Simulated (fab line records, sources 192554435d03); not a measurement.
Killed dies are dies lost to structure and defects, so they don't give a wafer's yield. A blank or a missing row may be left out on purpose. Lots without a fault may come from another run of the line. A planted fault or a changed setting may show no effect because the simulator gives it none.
fab line records | flow n5_finfet
record lots=24 wafers=72 last_day=17
route steps=1938 shown BEOL_M13@1703 BEOL_M14@1730 BEOL_M15@1773 MIM_TOP@1836
lots that met no fault: from a run of the same line without faults
start_h: hours from the record's first day to the start of the lot's first wafer shown | wait_h: hours since the lot's step before | " the same as in the row above | L1.1+2: a row that stands for several wafers | - no value, or no start given | * or withheld: withheld | < > ~ a bound
route shown NAME@n: a module of which the file shows steps, and the number in the route of the first | usual: mean/standard deviation of fault-free wafers | same: alike in all rows | chamber/n: place in a boat | sites: the reading at each site | _std_site: their standard deviation | _edge_site: outer sites' mean less inner sites' | radius_mm: how far each site lies from the wafer's centre | mask NAME#n: copy n | behind: the tool/chamber that last shaped the wafer | hold: why the lot was held/for how many hours/how that ended | device: the transistor (n, p or np) that didn't switch | end of line: the same wafers' tests at the end of the route | a step without rows: its recipe alone | killed: dies lost to structure and defects at the first sort, not the wafer's yield | map: a wafer's dies, x killed, . not, _ none there
set.NAME: the setting as run; set.NAME@STEP: as run at that earlier step | model.NAME: the simulator's own value behind a step, which no gauge read
steps of the route over a sample of lots; a table a step, a row a wafer
services: from which hour (start_h, from the record's first day; less than 0 if before it) a tool's chamber was out of use, for how many hours, and why
## steps
# step N5_BEOL_M13_DEGAS_41
# recipe ambient=vacuum temp_c=250 time_s=60
# usual heater_power_w=317/38
# columns lot.wafer tool chamber start_h wait_h heater_power_w
L074.3 pvd_sputter-01 - 227.65 0.5 326
L074.4 " - " " 390
L074.5 " - " " 363
L075.2 pvd_sputter-02 - 246.31 0.3 235
L075.3 " - " " 307
L075.5 " - " " 314
L077.2 pvd_sputter-03 - 248.02 0.4 335
L077.4 " - " " 347
L077.5 " - " " 326
L078.3 pvd_sputter-03 - 248.50 0.5 335
L078.4 " - " " 338
L078.5 " - " " 346
L076.2 pvd_sputter-02 - 248.93 0.0 321
L076.4 " - " " 243
L076.6 " - " " 245
L079.1 pvd_sputter-01 - 262.43 0.0 313
L079.2 " - " " 354
L079.6 " - " " 348
L080.1 pvd_sputter-01 - 274.52 1.3 399
L080.2 " - " " 327
L080.5 " - " " 358
L082.1 pvd_sputter-02 - 275.24 0.2 328
L082.3 " - " " 323
L082.6 " - " " 317
L081.2 pvd_sputter-02 - 280.79 0.4 241
L081.3 " - " " 308
L081.4 " - " " 314
L083.2 pvd_sputter-03 - 285.56 0.3 319
L083.3 " - " " 296
L083.6 " - " " 344
L085.1 pvd_sputter-02 - 301.59 0.1 308
L085.4 " - " " 323
L085.5 " - " " 302
L084.2 pvd_sputter-03 - 304.63 2.0 347
L084.3 " - " " 350
L084.6 " - " " 335
L087.3 pvd_sputter-03 - 309.89 0.1 307
L087.4 " - " " 325
L087.6 " - " " 339
L086.4 pvd_sputter-01 - 322.07 0.2 311
L086.5 " - " " 396
L086.6 " - " " 370
L089.1 pvd_sputter-03 - 322.24 0.2 345
L089.2 " - " " 340
L089.4 " - " " 290
L090.2 pvd_sputter-02 - 322.46 0.4 327
L090.3 " - " " 317
L090.5 " - " " 237
L088.1 pvd_sputter-02 - 323.38 0.7 321
L088.4 " - " " 317
L088.6 " - " " 238
L091.1 pvd_sputter-03 - 339.84 0.0 346
L091.3 " - " " 296
L091.6 " - " " 332
L092.3 pvd_sputter-01 - 343.05 0.4 363
L092.5 " - " " 360
L092.6 " - " " 311
L094.1 pvd_sputter-01 - 351.34 0.4 356
L094.5 " - " " 330
L094.6 " - " " 305
L093.2 pvd_sputter-02 - 356.58 0.2 234
L093.4 " - " " 324
L093.6 " - " " 328
L095.2 pvd_sputter-02 - 361.04 0.4 325
L095.4 " - " " 235
L095.6 " - " " 240
L096.1 pvd_sputter-02 - 361.36 0.4 237
L096.2 " - " " 325
L096.6 " - " " 236
L097.2 pvd_sputter-02 - 381.57 0.4 320
L097.3 " - " " 243
L097.5 " - " " 321
# step N5_BEOL_M14_ETCH_59
# recipe chemistry=N2/H2 target=BARC target_depth_a=890 overetch_a=267 time_s=67.9 ion_energy_ev=200 pressure_mtorr=30 source_w=840 bias_w=150 n2_flow_sccm=200 h2_flow_sccm=200
# usual drypump_motor_current_A=6.0/0.52 oes_product_au=0.69/0.062 rf_fwd_power_W=832.7/2.8 rf_vpp_V=524.4/2.3 showerhead_plenum_p_Torr=2.56/0.078 throttle_valve_pct=17.8/0.33
# columns lot.wafer tool chamber start_h wait_h drypump_motor_current_A oes_product_au rf_fwd_power_W rf_hours_counter_h rf_vpp_V showerhead_plenum_p_Torr throttle_valve_pct
L074.3 rie_diel-01 1 230.20 0.0 6.6 0.72 828.9 75 524.0 2.57 18.3
L074.4 " 3 " " 5.1 0.60 832.0 232 519.5 2.40 17.9
L074.5 " 0 " " 5.5 0.73 836.9 - 525.2 2.58 18.1
L075.2 rie_diel-01 1 248.24 0.0 6.6 0.72 831.0 82 524.2 2.57 18.3
L075.3 " 2 " " 6.6 0.60 829.9 218 523.5 2.51 17.9
L075.5 " 1 " " 6.6 0.71 832.5 - 524.2 2.57 18.3
L077.2 rie_diel-05 1 249.94 0.0 6.3 0.78 832.2 25 525.2 2.60 17.5
L077.4 " 2 " " 6.6 0.65 833.5 179 523.6 2.53 17.9
L077.5 " 1 " " 6.2 0.78 834.9 - 525.3 2.60 17.5
L078.3 rie_diel-05 1 250.56 0.0 6.3 0.78 836.6 25 525.1 2.60 17.5
L078.4 " 2 " " 6.6 0.64 831.5 179 523.1 2.53 17.9
L078.5 " 1 " " 6.3 0.78 832.2 - 526.8 2.60 17.5
L076.2 rie_diel-05 3 250.98 0.0 5.6 0.64 827.1 157 525.2 2.65 17.9
L076.4 " 0 " " 5.6 0.69 833.5 113 522.1 2.45 17.6
L076.6 " 0 " " 5.6 0.68 831.0 - 522.3 2.45 17.6
L079.1 rie_diel-01 1 266.72 0.0 6.6 0.71 828.6 89 524.0 2.57 18.3
L079.2 " 0 " " 5.5 0.73 833.3 82 525.0 2.57 18.1
L079.6 " 0 " " 5.5 0.73 838.5 - 525.2 2.57 18.1
L080.1 rie_diel-01 2 277.77 0.0 6.6 0.59 838.1 228 524.3 2.50 17.9
L080.2 " 0 " " 5.5 0.72 838.6 87 523.2 2.57 18.2
L080.5 " 3 " " 5.1 0.60 835.0 - 520.3 2.40 17.9
L082.1 rie_diel-05 3 277.80 0.0 5.6 0.64 834.2 165 526.9 2.64 17.9
L082.3 " 0 " " 5.6 0.67 829.8 121 521.8 2.44 17.6
L082.6 " 2 " " 6.6 0.64 831.8 - 522.3 2.53 17.9
L081.2 rie_diel-04 0 283.38 0.0 6.6 0.80 831.2 11 530.0 2.71 17.3
L081.3 " 2 " " 5.8 0.72 835.2 34 525.6 2.59 17.4
L081.4 " 3 " " 5.7 0.60 832.3 237 526.8 2.61 17.7
L083.2 rie_diel-04 2 287.61 0.0 5.7 0.72 829.0 36 524.1 2.59 17.4
L083.3 " 0 " " 6.6 0.80 831.3 13 527.7 2.71 17.3
L083.6 " 0 " " 6.6 0.80 834.1 - 527.6 2.71 17.3
L085.1 rie_diel-05 0 303.75 0.0 5.6 0.66 831.2 129 520.5 2.44 17.7
L085.4 " 2 " " 6.6 0.63 832.3 197 522.1 2.53 17.9
L085.5 " 1 " " 6.3 0.75 835.4 - 525.1 2.59 17.5
L084.2 rie_diel-05 2 307.20 0.0 6.6 0.63 830.2 198 523.9 2.53 17.9
L084.3 " 1 " " 6.2 0.75 837.3 44 524.9 2.59 17.5
L084.6 " 1 " " 6.3 0.75 836.3 - 524.6 2.59 17.5
L087.3 rie_diel-05 0 312.06 0.0 5.6 0.67 833.1 132 521.6 2.44 17.6
L087.4 " 2 " " 6.6 0.63 832.1 201 522.8 2.53 17.9
L087.6 " 0 " " 5.6 0.67 832.8 - 520.2 2.44 17.6
L086.4 rie_diel-01 2 324.04 0.0 6.6 0.58 832.4 247 523.7 2.50 17.9
L086.5 " 1 " " 6.6 0.69 829.3 - 523.6 2.56 18.3
L086.6 " 0 " " 5.5 0.70 834.5 - 523.0 2.56 18.2
L089.1 rie_diel-04 0 324.41 0.0 6.6 0.77 833.3 26 528.9 2.70 17.4
L089.2 " 2 " " 5.8 0.71 831.0 49 525.7 2.59 17.4
L089.4 " 2 " " 5.7 0.72 827.8 - 524.2 2.59 17.4
L090.2 rie_diel-04 2 326.20 0.0 5.8 0.72 830.7 50 525.8 2.59 17.4
L090.3 " 1 " " 5.7 0.62 831.5 188 523.7 2.53 18.3
L090.5 " 0 " " 6.6 0.78 831.4 - 528.9 2.70 17.4
L088.1 rie_diel-04 2 326.55 0.0 5.7 0.72 833.0 50 525.0 2.59 17.4
L088.4 " 0 " " 6.7 0.77 833.1 - 527.7 2.70 17.4
L088.6 " 1 " " 5.7 0.63 829.7 - 522.9 2.53 18.3
L091.1 rie_diel-04 1 341.78 0.0 5.7 0.62 831.3 196 522.3 2.52 18.3
L091.3 " 2 " " 5.7 0.70 833.7 58 526.6 2.58 17.5
L091.6 " 1 " " 5.7 0.61 832.5 - 524.1 2.52 18.3
L092.3 rie_diel-01 3 345.37 0.0 5.1 0.79 834.7 17 528.5 2.71 17.5
L092.5 " 3 " " 5.1 0.79 836.4 - 528.8 2.71 17.5
L092.6 " 0 " " 5.4 0.69 834.1 - 524.4 2.56 18.2
L094.1 rie_diel-05 1 353.26 0.0 6.3 0.73 836.5 61 525.9 2.58 17.5
L094.5 " 1 " " 6.3 0.73 838.4 - 524.5 2.58 17.5
L094.6 " 2 " " 6.6 0.62 828.1 - 522.5 2.52 17.9
L093.2 rie_diel-01 3 358.94 0.0 5.1 0.78 832.7 22 528.8 2.71 17.5
L093.4 " 2 " " 6.6 0.82 832.3 2 523.3 2.49 17.5
L093.6 " 0 " " 5.5 0.68 833.2 - 523.0 2.56 18.2
L095.2 rie_diel-05 1 363.13 0.0 6.2 0.72 836.5 64 524.6 2.58 17.5
L095.4 " 3 " " 5.6 0.62 834.7 193 526.9 2.63 18.0
L095.6 " 0 " " 5.6 0.66 834.7 - 521.4 2.43 17.7
L096.1 rie_diel-01 3 364.21 0.0 5.1 0.78 830.8 23 527.8 2.70 17.5
L096.2 " 1 " " 6.6 0.68 829.2 125 525.6 2.55 18.4
L096.6 " 0 " " 5.4 0.70 833.8 - 524.8 2.55 18.2
L097.2 rie_diel-05 0 383.75 0.0 5.6 0.65 831.5 158 521.1 2.43 17.7
L097.3 " 2 " " 6.6 0.61 834.2 225 522.5 2.51 17.9
L097.5 " 2 " " 6.6 0.61 832.8 - 524.4 2.51 17.9
# step N5_BEOL_M15_ILD_DEP_00
# recipe material=SiO2 target_thk_a=16293 temp_c=400 precursor=TEOS/O2 pressure_torr=6.5 rf_w=900 teos_flow_sccm=161.4 gas=O2 flow_sccm=2650 time_s=346.1
# usual heater_power_w=562/100 rf_fwd_power_W=898.4/2.8 showerhead_plenum_p_Torr=8.34/0.039 throttle_valve_pct=18.4/0.64
# columns lot.wafer tool chamber start_h wait_h heater_power_w rf_fwd_power_W showerhead_plenum_p_Torr throttle_valve_pct
L074.3 pecvd-03 1 234.26 0.1 445 898.4 8.32 18.6
L074.4 " 2 " " 522 905.6 8.33 17.9
L074.5 " 1 " " 554 903.4 8.35 18.7
L075.2 pecvd-03 1 254.12 0.0 538 900.0 8.34 18.9
L075.3 " 0 " " 539 901.2 8.35 18.4
L075.5 " 0 " " 425 903.5 8.34 18.6
L078.3 pecvd-04 2 254.35 0.0 696 898.8 8.31 18.2
L078.4 " 1 " " 650 898.8 8.35 18.8
L078.5 " 2 " " 546 899.1 8.29 18.3
L077.2 pecvd-01 2 254.52 0.0 644 900.5 8.26 17.2
L077.4 " 0 " " 638 898.9 8.35 18.8
L077.5 " 1 " " 525 900.4 8.33 17.7
L076.2 pecvd-03 0 254.78 0.0 497 899.8 8.36 18.3
L076.4 " 2 " " 503 900.5 8.32 18.0
L076.6 " 0 " " 560 899.1 8.35 18.2
L079.1 pecvd-03 2 269.96 0.0 400 894.1 8.31 17.9
L079.2 " 0 " " 575 904.8 8.35 18.3
L079.6 " 2 " " 478 897.7 8.33 17.9
L080.1 pecvd-04 0 284.04 0.0 597 895.0 8.42 19.2
L080.2 " 1 " " 701 902.9 8.37 18.9
L080.5 " 2 " " 682 894.6 8.31 18.3
L082.1 pecvd-01 2 284.22 0.1 600 898.3 8.29 17.1
L082.3 " 1 " " 555 896.8 8.36 18.1
L082.6 " 2 " " 504 898.2 8.27 17.2
L081.2 pecvd-03 1 288.15 0.0 552 899.5 8.34 18.7
L081.3 " 2 " " 423 896.3 8.34 17.9
L081.4 " 0 " " 428 903.4 8.35 18.1
L083.2 pecvd-04 1 291.93 0.0 821 896.8 8.38 18.7
L083.3 " 0 " " 642 896.9 8.39 19.7
L083.6 " 1 " " 650 894.0 8.37 18.8
L085.1 pecvd-01 1 308.49 0.0 522 893.7 8.33 17.9
L085.4 " 1 " " 417 894.9 8.35 18.1
L085.5 " 2 " " 493 901.2 8.26 17.2
L084.2 pecvd-04 1 310.61 0.0 738 896.9 8.38 18.5
L084.3 " 0 " " 677 899.0 8.42 19.6
L084.6 " 0 " " 533 897.5 8.39 19.6
L087.3 pecvd-01 0 315.86 0.0 635 901.8 8.39 18.7
L087.4 " 2 " " 641 898.9 8.24 17.1
L087.6 " 0 " " 500 897.5 8.39 18.9
L086.4 pecvd-04 2 330.00 0.1 549 898.9 8.30 18.3
L086.5 " 1 " " 808 895.7 8.40 18.9
L086.6 " 0 " " 522 896.9 8.39 19.8
L089.1 pecvd-04 1 330.57 0.0 822 902.7 8.36 19.1
L089.2 " 2 " " 698 892.7 8.33 18.6
L089.4 " 2 " " 539 893.0 8.30 18.5
L090.2 pecvd-04 2 331.40 0.0 693 895.2 8.30 18.6
L090.3 " 0 " " 613 900.1 8.38 19.5
L090.5 " 0 " " 671 899.7 8.38 19.4
L088.1 pecvd-03 1 332.55 0.0 483 895.8 8.36 18.6
L088.4 " 0 " " 430 898.4 8.34 18.1
L088.6 " 2 " " 506 898.8 8.33 17.9
L091.1 pecvd-03 2 347.02 0.0 515 899.9 8.34 17.9
L091.3 " 0 " " 440 892.8 8.36 18.2
L091.6 " 2 " " 470 902.3 8.33 18.2
L092.3 pecvd-01 1 352.80 0.0 513 898.9 8.35 18.0
L092.5 " 0 " " 486 898.1 8.40 18.8
L092.6 " 2 " " 617 895.5 8.28 17.4
L094.1 pecvd-01 0 357.40 0.0 520 897.6 8.40 18.7
L094.5 " 2 " " 514 898.4 8.28 17.1
L094.6 " 0 " " 632 903.2 8.37 18.6
L093.2 pecvd-04 1 363.77 0.0 704 893.5 8.38 19.1
L093.4 " 0 " " 661 895.1 8.40 19.8
L093.6 " 0 " " 518 895.9 8.41 19.7
L095.2 pecvd-01 0 370.36 0.0 637 893.8 8.38 18.5
L095.4 " 1 " " 420 899.6 8.33 17.9
L095.6 " 0 " " 489 901.1 8.41 18.6
L096.1 pecvd-03 1 371.23 0.0 590 896.6 8.35 18.5
L096.2 " 2 " " 488 896.1 8.33 18.1
L096.6 " 1 " " 455 897.2 8.35 18.8
L097.2 pecvd-03 0 387.38 0.0 544 900.5 8.37 18.0
L097.3 " 0 " " 428 897.9 8.37 18.3
L097.5 " 2 " " 380 896.9 8.34 18.1
# step N5_BEOL_M15_TRENCH_ETCH_34
# recipe chemistry=C4F8/O2/Ar target=SiO2 target_depth_a=8729.3 he_inner_torr=15 he_outer_torr=30 time_s=199 ion_energy_ev=800 pressure_mtorr=20 source_w=1905 bias_w=2040 Ar_flow_sccm=400 C4F8_flow_sccm=16 O2_flow_sccm=12
# usual drypump_motor_current_A=5.9/0.41 he_outer_torr=30.01/0.062 oes_product_au=0.82/0.065 rf_fwd_power_W=1898/6.2 rf_vpp_V=2220/25 showerhead_plenum_p_Torr=3.47/0.1 throttle_valve_pct=30.86/0.18
# columns lot.wafer tool chamber start_h wait_h drypump_motor_current_A he_outer_torr oes_product_au rf_fwd_power_W rf_hours_counter_h rf_vpp_V showerhead_plenum_p_Torr throttle_valve_pct
L074.3 rie_diel-03 0 237.09 0.0 6.6 30.02 0.86 1896 40 2256 3.37 30.90
L074.4 " 2 " " 5.3 29.92 0.74 1900 165 2216 3.30 30.96
L074.5 " 3 " " 5.3 30.04 0.93 1895 - 2254 3.39 31.05
L075.2 rie_diel-03 1 256.58 0.0 6.0 30.06 0.72 1890 191 2226 3.56 31.18
L075.3 " 3 " " 5.4 29.95 0.92 1902 18 2254 3.39 31.03
L075.5 " 3 " " 5.3 29.99 0.92 1908 - 2255 3.39 31.05
L078.3 rie_diel-06 3 256.81 0.0 5.9 29.99 0.80 1896 107 2199 3.59 30.65
L078.4 " 1 " " 6.2 30.05 0.88 1896 - 2204 3.51 30.72
L078.5 " 2 " " 5.2 29.96 0.84 1894 - 2256 3.49 30.95
L077.2 rie_diel-06 1 257.05 0.0 6.1 30.03 0.89 1902 38 2205 3.51 30.75
L077.4 " 2 " " 5.2 29.98 0.84 1891 - 2256 3.49 30.96
L077.5 " 1 " " 6.1 30.10 0.88 1900 - 2205 3.51 30.75
L076.2 rie_diel-06 3 257.39 0.0 5.9 29.95 0.80 1906 107 2199 3.59 30.65
L076.4 " 2 " " 5.2 30.03 0.84 1898 - 2257 3.49 30.96
L076.6 " 3 " " 5.9 29.93 0.81 1889 - 2199 3.59 30.67
L079.1 rie_diel-02 3 273.43 0.0 5.5 30.03 0.91 1902 41 2239 3.65 30.90
L079.2 " 1 " " 6.2 29.93 0.72 1902 183 2255 3.55 30.47
L079.6 " 1 " " 6.2 29.89 0.71 1897 - 2254 3.55 30.48
L080.1 rie_diel-03 3 286.58 0.0 5.3 30.17 0.90 1905 26 2254 3.38 31.06
L080.2 " 0 " " 6.7 29.98 0.84 1892 56 2255 3.36 30.92
L080.5 " 1 " " 6.0 29.98 0.71 1893 - 2223 3.55 31.17
L082.1 rie_diel-02 0 286.68 0.0 6.0 29.90 0.80 1896 104 2242 3.60 30.61
L082.3 " 2 " " 6.2 30.06 0.72 1899 221 2212 3.28 31.30
L082.6 " 3 " " 5.6 30.05 0.89 1907 - 2240 3.64 30.91
L081.2 rie_diel-03 2 290.62 0.0 5.3 29.89 0.74 1897 180 2217 3.29 30.95
L081.3 " 1 " " 6.0 29.97 0.71 1905 201 2224 3.55 31.18
L081.4 " 3 " " 5.4 30.05 0.89 1893 27 2255 3.38 31.06
L083.2 rie_diel-06 0 294.40 0.0 6.0 29.92 0.95 1895 14 2190 3.38 30.84
L083.3 " 3 " " 5.9 29.97 0.79 1900 117 2200 3.59 30.66
L083.6 " 0 " " 6.0 29.96 0.94 1900 - 2192 3.38 30.83
L085.1 rie_diel-06 2 310.81 0.0 5.2 29.91 0.83 1892 79 2256 3.48 30.97
L085.4 " 1 " " 6.1 29.92 0.85 1900 55 2204 3.50 30.73
L085.5 " 3 " " 5.8 30.11 0.79 1882 - 2197 3.58 30.67
L084.2 rie_diel-03 1 313.03 0.0 6.0 29.97 0.70 1903 207 2225 3.55 31.18
L084.3 " 0 " " 6.7 29.98 0.83 1897 64 2256 3.36 30.92
L084.6 " 2 " " 5.3 30.04 0.72 1890 - 2215 3.29 30.94
L087.3 rie_diel-06 0 318.54 0.0 6.0 30.06 0.91 1905 21 2190 3.38 30.83
L087.4 " 2 " " 5.3 29.99 0.82 1893 83 2256 3.48 30.97
L087.6 " 3 " " 5.9 29.93 0.78 1899 - 2199 3.58 30.66
L086.4 rie_diel-06 3 332.79 0.1 5.8 30.00 0.78 1902 - 2198 3.58 30.67
L086.5 " 1 " " 6.2 29.99 0.85 1905 - 2204 3.50 30.75
L086.6 " 0 " " 6.0 30.02 0.92 1913 - 2191 3.37 30.85
L089.1 rie_diel-06 0 334.28 0.0 6.0 30.02 0.91 1898 27 2190 3.37 30.85
L089.2 " 3 " " 5.9 29.92 0.79 1902 131 2199 3.58 30.68
L089.4 " 3 " " 5.9 29.95 0.78 1900 - 2198 3.58 30.67
L090.2 rie_diel-06 0 334.53 0.0 6.0 30.02 0.91 1894 28 2191 3.37 30.86
L090.3 " 3 " " 5.8 29.97 0.78 1895 131 2198 3.58 30.68
L090.5 " 3 " " 5.8 29.96 0.77 1896 - 2199 3.58 30.67
L088.1 rie_diel-06 1 336.75 0.0 6.2 30.09 0.84 1908 66 2202 3.49 30.75
L088.4 " 0 " " 6.0 29.97 0.91 1895 - 2190 3.37 30.85
L088.6 " 3 " " 5.9 30.09 0.77 1896 - 2200 3.58 30.68
L091.1 rie_diel-06 2 349.33 0.0 5.2 29.99 0.82 1901 89 2255 3.47 30.98
L091.3 " 0 " " 6.0 30.11 0.90 1893 34 2190 3.37 30.86
L091.6 " 1 " " 6.1 30.09 0.84 1895 - 2202 3.49 30.76
L092.3 rie_diel-06 0 355.49 0.0 5.9 29.98 0.89 1892 35 2191 3.37 30.87
L092.5 " 2 " " 5.2 29.94 0.82 1896 - 2256 3.47 30.98
L092.6 " 1 " " 6.1 30.09 0.83 1892 - 2203 3.49 30.76
L094.1 rie_diel-02 2 359.71 0.0 6.2 29.97 0.70 1903 244 2212 3.27 31.31
L094.5 " 2 " " 6.2 30.04 0.70 1899 - 2210 3.27 31.33
L094.6 " 3 " " 5.6 30.02 0.85 1896 - 2236 3.63 30.95
L093.2 rie_diel-06 0 366.20 0.0 6.0 30.11 0.89 1904 39 2190 3.37 30.84
L093.4 " 1 " " 6.1 30.01 0.83 1906 - 2200 3.49 30.75
L093.6 " 2 " " 5.2 30.04 0.81 1892 - 2255 3.47 30.99
L095.2 rie_diel-06 0 372.54 0.0 6.0 30.09 0.89 1906 42 2190 3.37 30.86
L095.4 " 2 " " 5.2 29.94 0.81 1893 97 2254 3.47 30.98
L095.6 " 0 " " 6.0 30.03 0.88 1901 - 2188 3.37 30.88
L096.1 rie_diel-06 1 373.55 0.0 6.2 30.04 0.81 1905 79 2202 3.49 30.74
L096.2 " 0 " " 6.0 29.98 0.88 1891 42 2189 3.37 30.87
L096.6 " 3 " " 5.8 29.89 0.78 1905 - 2196 3.57 30.70
L097.2 rie_diel-03 2 391.48 0.0 5.3 29.94 0.70 1893 206 2214 3.27 30.98
L097.3 " 0 " " 6.7 29.98 0.80 1894 85 2252 3.34 30.94
L097.5 " 1 " " 6.0 29.88 0.69 1893 - 2222 3.54 31.20
# step N5_BEOL_M15_ANNEAL_48
# recipe temp_c=225 time_s=90 ambient=N2
# usual wafer_temp_C_max=225.70/0.28
# columns lot.wafer tool chamber start_h wait_h wafer_temp_C_max
L074.3 rtp_anneal-01 0 239.38 0.4 225.32
L074.4 " 0 " " 225.51
L074.5 " 0 " " 225.45
L075.2 rtp_anneal-01 0 259.52 0.2 225.54
L075.3 " 0 " " 225.86
L075.5 " 0 " " 225.80
L078.3 rtp_anneal-02 0 261.49 0.2 225.92
L078.4 " 0 " " 225.72
L078.5 " 0 " " 225.59
L077.2 rtp_anneal-02 0 261.77 0.2 225.84
L077.4 " 0 " " 226.23
L077.5 " 0 " " 225.72
L076.2 rtp_anneal-01 0 263.29 1.0 225.84
L076.4 " 0 " " 225.53
L076.6 " 0 " " 225.56
L079.1 rtp_anneal-01 0 275.78 0.4 225.38
L079.2 " 0 " " 225.45
L079.6 " 0 " " 225.57
L082.1 rtp_anneal-02 0 291.42 0.2 225.98
L082.3 " 0 " " 225.99
L082.6 " 0 " " 225.85
L080.1 rtp_anneal-01 0 291.53 0.2 225.33
L080.2 " 0 " " 225.41
L080.5 " 0 " " 225.14
L081.2 rtp_anneal-02 0 292.58 0.2 225.91
L081.3 " 0 " " 225.64
L081.4 " 0 " " 225.84
L083.2 rtp_anneal-01 0 298.00 0.2 225.33
L083.3 " 0 " " 225.48
L083.6 " 0 " " 225.69
L085.1 rtp_anneal-02 0 313.18 0.2 226.11
L085.4 " 0 " " 225.79
L085.5 " 0 " " 225.97
L084.2 rtp_anneal-01 0 314.82 0.3 225.31
L084.3 " 0 " " 225.50
L084.6 " 0 " " 225.64
L087.3 rtp_anneal-02 0 324.53 1.2 226.11
L087.4 " 0 " " 226.23
L087.6 " 0 " " 225.91
L086.4 rtp_anneal-01 0 336.36 0.2 225.62
L086.5 " 0 " " 225.44
L086.6 " 0 " " 225.43
L089.1 rtp_anneal-01 0 339.08 0.2 225.72
L089.2 " 0 " " 225.55
L089.4 " 0 " " 225.48
L090.2 rtp_anneal-01 0 339.49 0.2 225.32
L090.3 " 0 " " 225.62
L090.5 " 0 " " 225.89
L088.1 rtp_anneal-02 0 339.79 0.2 225.77
L088.4 " 0 " " 225.61
L088.6 " 0 " " 225.88
L091.1 rtp_anneal-02 0 354.01 0.2 225.88
L091.3 " 0 " " 226.33
L091.6 " 0 " " 226.12
L092.3 rtp_anneal-01 0 357.21 0.3 225.80
L092.5 " 0 " " 225.53
L092.6 " 0 " " 225.49
L094.1 rtp_anneal-01 0 361.87 0.4 225.24
L094.5 " 0 " " 225.33
L094.6 " 0 " " 225.51
L093.2 rtp_anneal-02 0 367.94 0.2 225.88
L093.4 " 0 " " 226.02
L093.6 " 0 " " 225.75
L095.2 rtp_anneal-01 0 375.02 0.3 225.65
L095.4 " 0 " " 225.63
L095.6 " 0 " " 225.51
L096.1 rtp_anneal-01 0 375.45 0.2 225.89
L096.2 " 0 " " 225.68
L096.6 " 0 " " 225.50
L097.2 rtp_anneal-02 0 395.04 0.7 226.31
L097.3 " 0 " " 226.10
L097.5 " 0 " " 226.28
# step N5_MIM_TOP_ALD_02
# recipe material=Al2O3 target_thk_a=* temp_c=withheld ald_precursor_family=TMA ald_co_reactant=O3 pulse_time_s=withheld purge_time_s=3 co_reactant_purge_time_s=withheld co_reactant_pulse_time_s=3 ald_cycles=withheld
# usual precursor_pulse_height_rel=1.001/0.019
# columns lot.wafer tool chamber start_h wait_h precursor_pulse_height_rel
L074.3 ald_hk-01 0 - - 1.016
L074.4 " 3 " " 0.974
L074.5 " 3 " " 1.026
L075.2 ald_hk-01 1 - - 0.996
L075.3 " 3 " " 0.981
L075.5 " 2 " " 0.992
L078.3 ald_hk-01 2 - - 1.000
L078.4 " 1 " " 1.010
L078.5 " 3 " " 1.014
L077.2 ald_hk-02 0 - - 0.988
L077.4 " 3 " " 1.008
L077.5 " 0 " " 1.013
L076.2 ald_hk-03 2 - - 1.007
L076.4 " 1 " " 1.035
L076.6 " 2 " " 1.042
L079.1 ald_hk-01 0 - - 1.002
L079.2 " 2 " " 0.985
L079.6 " 0 " " 1.004
L082.1 ald_hk-02 1 - - 0.982
L082.3 " 2 " " 1.006
L082.6 " 3 " " 0.992
L080.1 ald_hk-03 2 - - 0.998
L080.2 " 1 " " 1.005
L080.5 " 1 " " 1.056
L081.2 ald_hk-01 0 - - 0.983
L081.3 " 2 " " 0.997
L081.4 " 3 " " 1.012
L083.2 ald_hk-01 3 - - 0.986
L083.3 " 1 " " 1.000
L083.6 " 0 " " 1.035
L085.1 ald_hk-03 3 - - 1.018
L085.4 " 0 " " 0.993
L085.5 " 0 " " 0.982
L084.2 ald_hk-01 2 - - 0.994
L084.3 " 0 " " 0.974
L084.6 " 2 " " 1.007
L087.3 ald_hk-03 0 - - 1.032
L087.4 " 1 " " 0.995
L087.6 " 2 " " 1.009
L086.4 ald_hk-02 1 - - 1.008
L086.5 " 3 " " 0.991
L086.6 " 2 " " 1.038
L089.1 ald_hk-02 2 - - 0.984
L089.2 " 1 " " 1.001
L089.4 " 3 " " 0.997
L090.2 ald_hk-03 1 - - 0.976
L090.3 " 0 " " 1.003
L090.5 " 2 " " 0.971
L088.1 ald_hk-01 1 - - 1.018
L088.4 " 0 " " 1.005
L088.6 " 2 " " 1.002
L091.1 ald_hk-03 0 - - 1.020
L091.3 " 3 " " 0.952
L091.6 " 1 " " 1.022
L092.3 ald_hk-01 3 - - 0.983
L092.5 " 2 " " 1.024
L092.6 " 1 " " 0.985
L094.1 ald_hk-01 3 - - 1.007
L094.5 " 3 " " 1.045
L094.6 " 2 " " 0.992
L093.2 ald_hk-01 3 - - 0.963
L093.4 " 2 " " 0.980
L093.6 " 2 " " 0.978
L095.2 ald_hk-01 3 - - 0.994
L095.4 " 0 " " 0.994
L095.6 " 2 " " 0.963
L096.1 ald_hk-02 2 - - 1.013
L096.2 " 3 " " 1.019
L096.6 " 0 " " 1.008
L097.2 ald_hk-03 1 - - 0.993
L097.3 " 3 " " 1.029
L097.5 " 0 " " 0.989
## services
# columns tool chamber start_h hours kind
rie_diel-04 2 210.03 5.3 repair
ald_hk-02 - 215.02 28.1 pm
rie_diel-04 1 217.31 5.0 repair
rie_diel-01 3 221.31 4.5 repair
pecvd-03 0 231.60 8.4 repair
ald_hk-03 - 233.84 14.6 pm
rie_diel-01 2 240.16 6.1 repair
rie_diel-06 2 241.17 1.2 repair
rie_diel-06 3 259.63 4.8 repair
rie_diel-04 1 265.61 2.8 repair
pecvd-01 0 267.79 6.9 repair
rie_diel-04 1 270.86 4.3 repair
ald_hk-02 - 281.40 8.7 pm
rie_diel-04 3 283.85 4.2 repair
rie_diel-01 1 284.52 2.1 repair
rie_diel-04 2 298.45 3.9 repair
rie_diel-06 - 298.79 0.8 repair
rie_diel-01 3 303.05 3.8 repair
ald_hk-02 - 313.63 2.8 pm
rie_diel-03 - 323.93 14.6 pm
rie_diel-06 2 325.16 13.6 repair
pecvd-03 - 329.01 2.8 pm
pvd_sputter-03 - 335.59 1.7 repair
pecvd-04 0 385.45 17.9 repair
## key
fault none
